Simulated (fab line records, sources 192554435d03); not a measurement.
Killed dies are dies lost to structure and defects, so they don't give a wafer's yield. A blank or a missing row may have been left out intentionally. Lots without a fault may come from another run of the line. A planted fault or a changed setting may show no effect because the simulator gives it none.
Matching of chambers / flow n5_finfet / rie_diel-04 running N5_MOL_CONTACT_COAG_VIA_ETCH_117: 4 sister chambers
The step etches SiO2 in C4F6/O2, target depth 40 nm, overetch 8 nm, time 26 s. 18 wafers are shown with their chamber, then 9 later ones without.

## EACH WAFER AND ITS CHAMBER
wafer=L074.1; chamber=2; rf_vpp_V (V)=1558; showerhead_plenum_p_Torr (Torr)=2.81; drypump_motor_current_A (A)=6.3
wafer=L074.2; chamber=3; rf_vpp_V (V)=1626; showerhead_plenum_p_Torr (Torr)=2.77; drypump_motor_current_A (A)=6.1
wafer=L074.5; chamber=3; rf_vpp_V (V)=1625; showerhead_plenum_p_Torr (Torr)=2.77; drypump_motor_current_A (A)=6.1
wafer=L078.2; chamber=3; rf_vpp_V (V)=1625; showerhead_plenum_p_Torr (Torr)=2.76; drypump_motor_current_A (A)=6.1
wafer=L078.3; chamber=0; rf_vpp_V (V)=1609; showerhead_plenum_p_Torr (Torr)=2.93; drypump_motor_current_A (A)=6.6
wafer=L078.6; chamber=3; rf_vpp_V (V)=1624; showerhead_plenum_p_Torr (Torr)=2.76; drypump_motor_current_A (A)=6.1
wafer=L083.2; chamber=2; rf_vpp_V (V)=1558; showerhead_plenum_p_Torr (Torr)=2.80; drypump_motor_current_A (A)=6.4
wafer=L083.4; chamber=3; rf_vpp_V (V)=1625; showerhead_plenum_p_Torr (Torr)=2.76; drypump_motor_current_A (A)=6.1
wafer=L083.6; chamber=2; rf_vpp_V (V)=1558; showerhead_plenum_p_Torr (Torr)=2.80; drypump_motor_current_A (A)=6.4
wafer=L085.1; chamber=3; rf_vpp_V (V)=1624; showerhead_plenum_p_Torr (Torr)=2.75; drypump_motor_current_A (A)=6.1
wafer=L085.5; chamber=3; rf_vpp_V (V)=1625; showerhead_plenum_p_Torr (Torr)=2.75; drypump_motor_current_A (A)=6.1
wafer=L085.6; chamber=2; rf_vpp_V (V)=1556; showerhead_plenum_p_Torr (Torr)=2.79; drypump_motor_current_A (A)=6.4
wafer=L089.1; chamber=3; rf_vpp_V (V)=1624; showerhead_plenum_p_Torr (Torr)=2.75; drypump_motor_current_A (A)=6.1
wafer=L089.3; chamber=2; rf_vpp_V (V)=1556; showerhead_plenum_p_Torr (Torr)=2.79; drypump_motor_current_A (A)=6.3
wafer=L089.4; chamber=0; rf_vpp_V (V)=1607; showerhead_plenum_p_Torr (Torr)=2.93; drypump_motor_current_A (A)=6.6
wafer=L090.3; chamber=1; rf_vpp_V (V)=1579; showerhead_plenum_p_Torr (Torr)=2.90; drypump_motor_current_A (A)=6.1
wafer=L090.5; chamber=2; rf_vpp_V (V)=1557; showerhead_plenum_p_Torr (Torr)=2.79; drypump_motor_current_A (A)=6.4
wafer=L090.6; chamber=3; rf_vpp_V (V)=1623; showerhead_plenum_p_Torr (Torr)=2.75; drypump_motor_current_A (A)=6.1

SIGNATURES (means of the wafers above)
reading=rf_vpp_V; chamber 0=1608.00; chamber 1=1579.00; chamber 2=1557.17; chamber 3=1624.56; scatter within a chamber=0.966
reading=showerhead_plenum_p_Torr; chamber 0=2.9300; chamber 1=2.9000; chamber 2=2.7967; chamber 3=2.7578; scatter within a chamber=0.00797
reading=drypump_motor_current_A; chamber 0=6.600; chamber 1=6.100; chamber 2=6.367; chamber 3=6.100; scatter within a chamber=0.0309
Rule: for each reading, subtract the chamber's mean from the wafer's reading, divide by that reading's scatter and square the result; add these up over the readings and take the root, which gives the wafer's distance from the chamber. The wafer belongs to the nearest chamber; if the next one is less than 2 further off, it can't be placed. The scatter is the square root of a quotient: the sum, over the shown wafers, of each reading's squared deviation from its chamber's mean, divided by wafers minus chambers.

## WAFERS WITHOUT THEIR CHAMBER
wafer=L093.1; rf_vpp_V (V)=1624; showerhead_plenum_p_Torr (Torr)=2.74; drypump_motor_current_A (A)=6.0
wafer=L093.4; rf_vpp_V (V)=1579; showerhead_plenum_p_Torr (Torr)=2.90; drypump_motor_current_A (A)=6.1
wafer=L093.6; rf_vpp_V (V)=1608; showerhead_plenum_p_Torr (Torr)=2.93; drypump_motor_current_A (A)=6.6
wafer=L094.1; rf_vpp_V (V)=1609; showerhead_plenum_p_Torr (Torr)=2.93; drypump_motor_current_A (A)=6.6
wafer=L094.2; rf_vpp_V (V)=1557; showerhead_plenum_p_Torr (Torr)=2.78; drypump_motor_current_A (A)=6.3
wafer=L094.6; rf_vpp_V (V)=1580; showerhead_plenum_p_Torr (Torr)=2.90; drypump_motor_current_A (A)=6.1
wafer=L097.1; rf_vpp_V (V)=1607; showerhead_plenum_p_Torr (Torr)=2.92; drypump_motor_current_A (A)=6.6
wafer=L097.2; rf_vpp_V (V)=1557; showerhead_plenum_p_Torr (Torr)=2.78; drypump_motor_current_A (A)=6.4
wafer=L097.3; rf_vpp_V (V)=1624; showerhead_plenum_p_Torr (Torr)=2.74; drypump_motor_current_A (A)=6.1

## EACH ONE'S CHAMBER
wafer=L093.1; from the rows above=3; in truth=3
wafer=L093.4; from the rows above=1; in truth=1
wafer=L093.6; from the rows above=0; in truth=0
wafer=L094.1; from the rows above=0; in truth=0
wafer=L094.2; from the rows above=2; in truth=2
wafer=L094.6; from the rows above=1; in truth=1
wafer=L097.1; from the rows above=0; in truth=0
wafer=L097.2; from the rows above=2; in truth=2
wafer=L097.3; from the rows above=3; in truth=3
9 of 9 placed correctly. Left unplaced by these rows: 0. Placed wrongly: 0.
